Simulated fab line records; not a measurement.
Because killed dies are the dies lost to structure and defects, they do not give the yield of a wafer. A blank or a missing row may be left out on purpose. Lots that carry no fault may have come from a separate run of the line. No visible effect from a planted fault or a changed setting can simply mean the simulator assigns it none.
Matching of chambers | flow n5Finfet | rieDiel-05 running N5_BEOL_M10_DESCUM_16: 4 sister chambers
The step chemistry O2, time 7.9 s. 18 wafers are shown with their chamber, then 9 later ones without.

WAFERS WITH THEIR CHAMBER
wafer  | chamber | throttleValvePct (%) | drypumpMotorCurrentA (A) | showerheadPlenumPTorr (Torr)
L075.2 | 0       | 20.28                | 5.58                     | 2.12
L075.3 | 1       | 19.83                | 5.80                     | 2.12
L075.5 | 0       | 20.28                | 5.60                     | 2.12
L076.1 | 2       | 20.52                | 6.16                     | 2.09
L076.4 | 1       | 19.83                | 5.81                     | 2.12
L076.5 | 3       | 20.27                | 5.91                     | 2.05
L079.2 | 3       | 20.27                | 5.92                     | 2.04
L079.4 | 0       | 20.30                | 5.61                     | 2.11
L079.6 | 2       | 20.51                | 6.14                     | 2.09
L080.1 | 3       | 20.28                | 5.89                     | 2.04
L080.2 | 0       | 20.29                | 5.56                     | 2.11
L080.6 | 2       | 20.54                | 6.16                     | 2.08
L083.2 | 1       | 19.87                | 5.80                     | 2.11
L083.3 | 2       | 20.53                | 6.12                     | 2.08
L083.5 | 0       | 20.30                | 5.62                     | 2.11
L085.2 | 2       | 20.52                | 6.14                     | 2.08
L085.3 | 1       | 19.87                | 5.81                     | 2.11
L085.6 | 1       | 19.85                | 5.82                     | 2.11

SIGNATURES (averages over the wafers above)
reading               | chamber 0 | chamber 1 | chamber 2 | chamber 3 | scatter within a chamber
throttleValvePct      | 20.2900   | 19.8500   | 20.5240   | 20.2733   | 0.0136
drypumpMotorCurrentA  | 5.5940    | 5.8080    | 6.1440    | 5.9067    | 0.0173
showerheadPlenumPTorr | 2.1140    | 2.1140    | 2.0840    | 2.0433    | 0.00552
Rule: for each reading, subtract the chamber's mean from the wafer's reading, divide by that reading's scatter and square the result; add these up over the readings and take the root, which gives the wafer's distance from the chamber. If the next closest chamber is less than 2 further off than the closest, the wafer can't be placed; otherwise it belongs to the closest. The scatter: the root of (the sum of the squares of (reading less its chamber's mean) over the shown wafers, divided by (wafers less chambers)).

WAFERS WHOSE CHAMBER IS MISSING
wafer  | throttleValvePct (%) | drypumpMotorCurrentA (A) | showerheadPlenumPTorr (Torr)
L086.2 | 20.55                | 6.13                     | 2.08
L086.3 | 20.29                | 5.93                     | 2.04
L086.4 | 19.86                | 5.81                     | 2.11
L097.1 | 20.35                | 5.58                     | 2.10
L097.5 | 20.59                | 6.13                     | 2.07
L097.6 | 20.34                | 5.90                     | 2.03
L095.1 | 20.36                | 5.58                     | 2.10
L095.4 | 20.60                | 6.14                     | 2.07
L095.5 | 20.59                | 6.19                     | 2.07

EACH ONE'S CHAMBER
wafer  | from the rows above | in truth
L086.2 | 2                   | 2
L086.3 | 3                   | 3
L086.4 | 1                   | 1
L097.1 | 0                   | 0
L097.5 | 2                   | 2
L097.6 | 3                   | 3
L095.1 | 0                   | 0
L095.4 | 2                   | 2
L095.5 | 2                   | 2
Placed correctly: 9 of 9. Left unplaced by these rows: 0. 0 placed wrongly.
